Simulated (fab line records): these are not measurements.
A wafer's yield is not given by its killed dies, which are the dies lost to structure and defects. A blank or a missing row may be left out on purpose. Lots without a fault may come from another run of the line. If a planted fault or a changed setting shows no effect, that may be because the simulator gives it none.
Chamber matching | flow nand harc | 4 sister chambers for NHARC_A_CONTACT_DESCUM_13 on rie diel-03
The step chemistry O2, time 3 s. 4 wafers are shown with their chamber, then 8 later ones without.

== WAFERS WITH THEIR CHAMBER ==
wafer  | chamber | showerhead plenum p Torr (Torr)
L091.5 | 1       | 2.05
L094.3 | 0       | 1.83
L094.5 | 2       | 1.79
L093.1 | 3       | 1.99

== WAFERS MISSING THEIR CHAMBER ==
wafer  | showerhead plenum p Torr (Torr)
L093.3 | 1.79
L093.4 | 1.83
L093.2 | 2.05
L093.5 | 1.99
L093.6 | 1.79
L097.2 | 2.05
L097.3 | 1.83
L097.4 | 1.98

== THE CHAMBER EACH PASSED THROUGH ==
wafer  | from the rows above | in truth
L093.3 | 2                   | 2
L093.4 | 0                   | 0
L093.2 | 1                   | 1
L093.5 | 3                   | 3
L093.6 | 2                   | 2
L097.2 | 1                   | 1
L097.3 | 0                   | 0
L097.4 | 3                   | 3
Placed correctly: 8 of 8. Left unplaced by these rows: 0. 0 placed wrongly.
How it was worked out, from the rows above alone: a wafer's distance from a chamber is the root of the sum, over the readings, of the square of ((its reading less the chamber's mean) divided by the reading's scatter). If the next closest chamber is less than 2 further off than the closest, the wafer can't be placed; otherwise it belongs to the closest. The mean given for a chamber averages the wafers shown for that chamber. The scatter (one wafer shown for each chamber): square how far every hidden wafer sits from the nearest shown wafer, average those squares and take the square root.
